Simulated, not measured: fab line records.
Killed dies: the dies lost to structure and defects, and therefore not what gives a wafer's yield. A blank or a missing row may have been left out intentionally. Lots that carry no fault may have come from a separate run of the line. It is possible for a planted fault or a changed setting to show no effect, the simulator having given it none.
fab line records	flow nandHarc
record lots=6	wafers=18	lastDay=23
route steps=1159 shown A_STAIRCASE@617
lots untouched by any fault: they come from a run of this same line in which no faults occurred
startH: the number of hours between the record's first day and the start of the first shown wafer of the lot	waitH: how many hours have passed since the lot's step before this one	" the same as in the row above	L1.1+2: one row covering several wafers at once	- no value, or no start given	* or withheld: withheld	< > ~ a bound
route shown NAME@n: names a module that has steps shown in the file, with the first one's number in the route	usual: the fault-free wafers' mean and standard deviation	same: alike in all rows	chamber/n: place in a boat	sites: per-site readings	_std_site: the values' standard deviation	_edge_site: inner sites' mean taken away from outer sites' mean	radiusMm: how far each site lies from the wafer's centre	mask NAME#n: copy n	behind: the last tool/chamber to shape the wafer	hold: cause of the lot's hold/its duration in hours/its outcome	device: the n, p or np transistor that did not switch	end of line: tests run on the same wafers once the route is complete	a step without rows: its recipe alone	killed: dies lost to structure and defects at the first sort, not the wafer's yield	map: the dies of a wafer, with x for killed, . for not killed, _ for no die there
set.NAME: setting as actually run; set.NAME@STEP: the setting as run at that earlier step	model.NAME: the simulator's own value behind a step, which no gauge read
certain route steps with their lots: each step a table, each wafer a row
services: when a tool's chamber went out of use (startH, in hours from the record's first day, below 0 if earlier), for how many hours, and the reason
## steps
# step NHARC_A_STAIRCASE_ETCH_223
# recipe targetDepthA=1000	timeS=40.5	ionEnergyEv=400	c4f8FlowSccm=20	o2FlowSccm=10	arFlowSccm=withheld	rfW=600	biasW=1000	chemistry=C4F8/O2
# step NHARC_A_STAIRCASE_TRIM_224
# recipe timeS=211.2	o2FlowSccm=500	arFlowSccm=0	biasW=0	chemistry=O2
# step NHARC_A_STAIRCASE_ETCH_225
# recipe targetDepthA=1000	timeS=40.5	ionEnergyEv=400	c4f8FlowSccm=20	o2FlowSccm=10	arFlowSccm=withheld	rfW=600	biasW=1000	chemistry=C4F8/O2
# step NHARC_A_STAIRCASE_TRIM_226
# recipe timeS=211.2	o2FlowSccm=500	arFlowSccm=0	biasW=0	chemistry=O2
# usual drypumpMotorCurrentA=5.7/0.4	o2FlowSccm=500.3/1.6	oesProductAu=0.998/0.0074	rfVppV=57.7/0.94	runLengthS=232.4/0.35	showerheadPlenumPTorr=3.53/0.16	throttleValvePct=17.037/0.0086
lot.wafer	tool	chamber	startH	waitH	drypumpMotorCurrentA	o2FlowSccm	oesProductAu	rfHoursCounterH	rfVppV	runLengthS	showerheadPlenumPTorr	throttleValvePct
L924.1	rieDiel-06	2	-	-	5.8	498.5	1.000	2	59.3	233.0	3.71	17.044
L924.2	"	1	"	"	6.4	502.6	0.991	3	57.4	232.2	3.31	17.027
L924.5	"	2	"	"	5.8	500.2	0.998	-	60.0	233.4	3.71	17.037
L928.2	rieDiel-12	2	-	-	5.2	498.4	0.979	27	57.4	232.1	3.38	17.051
L928.4	"	0	"	"	6.1	500.7	0.995	25	58.4	232.0	3.70	17.048
L928.3	"	1	"	"	6.0	500.5	0.998	28	57.0	233.1	3.48	17.035
L935.3	rieDiel-06	3	-	-	5.5	499.9	1.001	22	57.2	232.6	3.76	17.036
L935.1	"	0	"	"	5.6	502.2	1.000	23	56.1	232.0	3.57	17.034
L935.5	"	3	"	"	5.5	500.5	0.994	-	56.9	232.3	3.76	17.033
L934.1	rieDiel-12	3	-	-	5.7	498.7	1.005	38	59.4	232.2	3.52	17.040
L934.2	"	0	"	"	6.2	498.6	0.994	38	57.4	231.9	3.69	17.035
L934.6	"	0	"	"	6.1	500.6	0.995	-	59.3	231.9	3.69	17.032
L938.3	rieDiel-08	3	-	-	4.9	501.5	1.002	11	57.4	232.2	3.34	17.044
L938.5	"	2	"	"	5.7	499.2	1.010	-	56.7	232.3	3.30	17.038
L938.6	"	3	"	"	4.9	501.2	1.002	-	56.9	232.2	3.34	17.040
L940.4	rieDiel-12	0	-	-	6.1	500.7	0.999	49	57.8	232.2	3.68	17.028
L940.3	"	2	"	"	5.2	498.5	0.999	52	58.3	232.0	3.37	17.027
L940.6	"	3	"	"	5.7	502.7	1.000	-	58.5	232.2	3.52	17.044
# step NHARC_A_STAIRCASE_ETCH_227
# recipe targetDepthA=1000	timeS=40.5	ionEnergyEv=400	c4f8FlowSccm=20	o2FlowSccm=10	arFlowSccm=withheld	rfW=600	biasW=1000	chemistry=C4F8/O2
# step NHARC_A_STAIRCASE_TRIM_229
# recipe timeS=211.2	o2FlowSccm=500	arFlowSccm=0	biasW=0	chemistry=O2
# usual drypumpMotorCurrentA=5.7/0.37	o2FlowSccm=499.9/1.6	oesProductAu=0.999/0.0064	rfVppV=57.9/0.99	runLengthS=232.5/0.35	showerheadPlenumPTorr=3.53/0.16	throttleValvePct=17.037/0.0096
lot.wafer	tool	chamber	startH	waitH	drypumpMotorCurrentA	o2FlowSccm	oesProductAu	rfHoursCounterH	rfVppV	runLengthS	showerheadPlenumPTorr	throttleValvePct
L924.1	rieDiel-06	1	256.69	0.1	6.4	499.7	0.987	3	57.3	232.3	3.31	17.037
L924.2	"	2	"	"	5.8	499.8	0.996	2	58.5	232.8	3.71	17.026
L924.5	"	3	"	"	5.5	501.4	0.987	-	58.0	232.5	3.77	17.038
L928.4	rieDiel-08	2	284.62	0.3	5.7	498.2	1.005	56	55.9	232.1	3.31	17.038
L928.2	"	3	"	"	4.9	502.4	0.996	56	56.8	232.3	3.35	17.027
L928.3	"	0	"	"	6.0	497.6	1.012	47	58.3	232.2	3.65	17.039
L935.3	rieDiel-06	3	318.75	0.1	5.5	499.8	1.000	22	58.2	232.3	3.76	17.023
L935.1	"	0	"	"	5.6	500.4	0.997	23	57.8	232.2	3.57	17.039
L935.5	"	0	"	"	5.7	499.9	1.002	-	57.7	232.6	3.57	17.035
L934.1	rieDiel-06	1	319.87	0.1	6.4	497.5	0.990	26	56.6	232.3	3.30	17.040
L934.2	"	0	"	"	5.6	498.9	0.986	24	57.9	232.4	3.57	17.031
L934.6	"	1	"	"	6.4	494.8	0.995	-	57.5	232.6	3.30	17.029
L938.3	rieDiel-08	1	341.75	0.1	5.8	501.3	0.996	9	56.9	232.1	3.51	17.042
L938.5	"	0	"	"	6.0	499.8	0.994	-	57.2	232.4	3.64	17.035
L938.6	"	1	"	"	5.8	501.1	0.992	-	59.9	232.0	3.51	17.025
L940.3	rieDiel-08	2	349.70	0.1	5.7	501.3	0.991	14	58.2	232.6	3.30	17.040
L940.4	"	3	"	"	4.9	499.4	0.996	14	57.3	232.4	3.33	17.017
L940.6	"	1	"	"	5.8	499.0	1.009	-	58.9	232.0	3.51	17.056
# step NHARC_A_STAIRCASE_ETCH_230
# recipe targetDepthA=1000	timeS=40.5	ionEnergyEv=400	c4f8FlowSccm=20	o2FlowSccm=10	arFlowSccm=withheld	rfW=600	biasW=1000	chemistry=C4F8/O2
# step NHARC_A_STAIRCASE_TRIM_231
# recipe timeS=211.2	o2FlowSccm=500	arFlowSccm=0	biasW=0	chemistry=O2
# step NHARC_A_STAIRCASE_ETCH_232
# recipe targetDepthA=1000	timeS=40.5	ionEnergyEv=400	c4f8FlowSccm=20	o2FlowSccm=10	arFlowSccm=withheld	rfW=600	biasW=1000	chemistry=C4F8/O2
# usual oesProductAu=0.942/0.0088	rfVppV=896/6
lot.wafer	tool	chamber	startH	waitH	oesProductAu	rfHoursCounterH	rfVppV
L924.2	rieDiel-06	3	-	-	0.945	3	904
L924.1	"	1	"	"	0.939	3	888
L924.5	"	2	"	"	0.936	-	903
L928.2	rieDiel-08	3	-	-	0.949	56	889
L928.4	"	0	"	"	0.942	47	900
L928.3	"	1	"	"	0.924	56	897
L935.3	rieDiel-06	2	-	-	0.940	24	902
L935.1	"	3	"	"	0.941	22	905
L935.5	"	1	"	"	0.938	-	887
L934.2	rieDiel-06	1	-	-	0.940	26	886
L934.1	"	3	"	"	0.956	23	904
L934.6	"	2	"	"	0.951	-	903
L938.3	rieDiel-08	3	-	-	0.955	11	890
L938.5	"	0	"	"	0.944	-	900
L938.6	"	1	"	"	0.944	-	895
L940.4	rieDiel-08	3	-	-	0.941	14	890
L940.3	"	0	"	"	0.929	14	898
L940.6	"	0	"	"	0.927	-	900
# step NHARC_A_STAIRCASE_TRIM_233
# recipe timeS=211.2	o2FlowSccm=500	arFlowSccm=0	biasW=0	chemistry=O2
# step NHARC_A_STAIRCASE_ETCH_234
# recipe targetDepthA=1000	timeS=40.5	ionEnergyEv=400	c4f8FlowSccm=20	o2FlowSccm=10	arFlowSccm=withheld	rfW=600	biasW=1000	chemistry=C4F8/O2
# usual oesProductAu=0.943/0.0087	rfVppV=896/6
lot.wafer	tool	chamber	startH	waitH	oesProductAu	rfHoursCounterH	rfVppV
L924.1	rieDiel-06	0	-	-	0.957	4	898
L924.2	"	1	"	"	0.921	4	887
L924.5	"	1	"	"	0.930	-	888
L928.4	rieDiel-08	2	-	-	0.940	56	888
L928.2	"	0	"	"	0.943	48	899
L928.3	"	1	"	"	0.939	56	896
L935.3	rieDiel-06	1	-	-	0.940	25	887
L935.1	"	2	"	"	0.929	24	900
L935.5	"	1	"	"	0.939	-	887
L934.1	rieDiel-06	2	-	-	0.960	24	902
L934.2	"	0	"	"	0.942	24	898
L934.6	"	2	"	"	0.963	-	902
L938.3	rieDiel-08	0	-	-	0.938	11	901
L938.5	"	1	"	"	0.952	-	895
L938.6	"	2	"	"	0.946	-	888
L940.3	rieDiel-08	2	-	-	0.953	14	887
L940.4	"	3	"	"	0.939	14	888
L940.6	"	2	"	"	0.953	-	888
# step NHARC_A_STAIRCASE_TRIM_235
# recipe timeS=211.2	o2FlowSccm=500	arFlowSccm=0	biasW=0	chemistry=O2
# usual drypumpMotorCurrentA=5.8/0.37	o2FlowSccm=499.9/1.5	oesProductAu=0.999/0.0083	rfVppV=57.8/0.96	runLengthS=232.5/0.42	showerheadPlenumPTorr=3.53/0.17	throttleValvePct=17.037/0.0091
lot.wafer	tool	chamber	startH	waitH	drypumpMotorCurrentA	o2FlowSccm	oesProductAu	rfHoursCounterH	rfVppV	runLengthS	showerheadPlenumPTorr	throttleValvePct
L924.1	rieDiel-06	0	257.39	-	5.6	499.3	0.988	4	57.7	232.0	3.58	17.034
L924.2	"	2	"	"	5.8	501.3	0.989	3	58.8	232.8	3.71	17.027
L924.5	"	3	"	"	5.5	498.4	1.005	-	59.1	232.5	3.77	17.029
L928.2	rieDiel-08	2	285.35	-	5.7	499.1	1.014	56	55.3	232.2	3.31	17.036
L928.4	"	3	"	"	4.8	499.8	0.996	56	57.8	232.3	3.35	17.040
L928.3	"	0	"	"	6.0	502.5	1.020	48	59.1	232.4	3.65	17.049
L935.1	rieDiel-06	1	319.49	-	6.3	502.6	0.988	25	58.1	167.2	3.30	17.038
L935.3	"	2	"	"	5.8	499.3	0.989	24	59.9	167.2	3.69	17.027
L935.5	"	2	"	"	5.8	498.7	1.000	-	59.9	167.2	3.69	17.046
L934.2	rieDiel-06	1	320.61	-	6.4	497.9	0.995	26	58.2	167.4	3.30	17.039
L934.1	"	0	"	"	5.6	501.5	0.993	24	59.4	167.0	3.57	17.035
L934.6	"	2	"	"	5.8	496.8	0.985	-	57.9	167.7	3.69	17.033
L938.3	rieDiel-08	3	342.49	-	4.9	497.6	1.004	11	57.8	232.2	3.34	17.018
L938.5	"	1	"	"	5.8	496.6	1.000	-	58.0	232.2	3.51	17.039
L938.6	"	2	"	"	5.7	498.9	1.001	-	57.5	232.8	3.30	17.051
L940.3	rieDiel-08	1	350.53	-	5.8	498.4	1.005	15	55.6	232.0	3.51	17.031
L940.4	"	2	"	"	5.7	497.7	1.005	15	55.9	232.4	3.30	17.036
L940.6	"	1	"	"	5.8	496.2	1.001	-	57.5	231.9	3.51	17.043
# step NHARC_A_STAIRCASE_ETCH_236
# recipe targetDepthA=1000	timeS=40.5	ionEnergyEv=400	c4f8FlowSccm=20	o2FlowSccm=10	arFlowSccm=withheld	rfW=600	biasW=1000	chemistry=C4F8/O2
# usual oesProductAu=0.943/0.009	rfVppV=896/6.1
lot.wafer	tool	chamber	startH	waitH	oesProductAu	rfHoursCounterH	rfVppV
L924.1	rieDiel-06	1	-	-	0.932	4	888
L924.2	"	2	"	"	0.941	3	903
L924.5	"	2	"	"	0.937	-	903
L928.2	rieDiel-08	0	-	-	0.956	48	901
L928.3	"	2	"	"	0.948	56	887
L928.4	"	3	"	"	0.952	56	888
L935.3	rieDiel-06	1	-	-	0.946	26	887
L935.1	"	2	"	"	0.947	24	901
L935.5	"	0	"	"	0.954	-	896
L934.1	rieDiel-06	0	-	-	0.947	24	896
L934.2	"	2	"	"	0.950	25	901
L934.6	"	0	"	"	0.943	-	897
L938.3	rieDiel-08	2	-	-	0.956	10	887
L938.6	"	1	"	"	0.949	-	896
L938.5	"	2	"	"	0.956	-	889
L940.3	rieDiel-08	3	-	-	0.928	15	889
L940.4	"	2	"	"	0.937	15	889
L940.6	"	3	"	"	0.932	-	889
## services
tool	chamber	startH	hours	kind
rieDiel-08	0	239.25	15.5	repair
rieDiel-06	-	241.34	9.0	pm
rieDiel-06	0	241.34	9.0	ventCycle
rieDiel-06	1	241.34	9.0	ventCycle
rieDiel-06	2	241.34	9.0	ventCycle
rieDiel-06	3	241.34	9.0	ventCycle
rieDiel-06	0	250.34	-	clean
rieDiel-06	1	250.34	-	clean
rieDiel-06	2	250.34	-	clean
rieDiel-06	3	250.34	-	clean
rieDiel-06	0	274.84	-	clean
rieDiel-06	1	274.84	-	clean
rieDiel-06	2	274.84	-	clean
rieDiel-06	3	274.84	-	clean
rieDiel-06	-	288.22	5.2	repair
rieDiel-12	-	290.39	0.5	repair
rieDiel-06	0	299.59	-	clean
rieDiel-06	1	299.59	-	clean
rieDiel-06	2	299.59	-	clean
rieDiel-06	3	299.59	-	clean
rieDiel-08	-	301.82	9.0	pm
rieDiel-06	0	324.09	-	clean
rieDiel-06	1	324.09	-	clean
rieDiel-06	2	324.09	-	clean
## key
firstSign step=NHARC_A_STAIRCASE_TRIM_235	reading=runLengthS	direction=down	sigmas=99+	usual=*	struck=*
effect none on later readings
metAt NHARC_A_STAIRCASE_TRIM_235
struckWafers L934.1,L934.2,L934.6,L935.1,L935.3,L935.5
sortLeftOut L934.1,L934.2,L934.6,L935.1,L935.3,L935.5
testerLeftOut L934,L935
onsetBetween 257.39 319.49
fault kind=processParameterDrift	tool=rieDiel-06	chamber=-	onsetH=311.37	steps=NHARC_A_STAIRCASE_TRIM_235	channel=timeS	offset=*	shape=step	endH=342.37	actsIn=*	stated=*
# testerLeftOut: of these lots the tester's yield and bins aren't shown, on N5 and GAA mostly nor the transistor test; their killed dies are dies lost to structure and defects alone, not to doping, threshold or leakage, so they don't give the yield
# sortLeftOut: the simulated sort isn't trusted on such a fault, so these wafers' sort isn't shown, and their yield isn't known
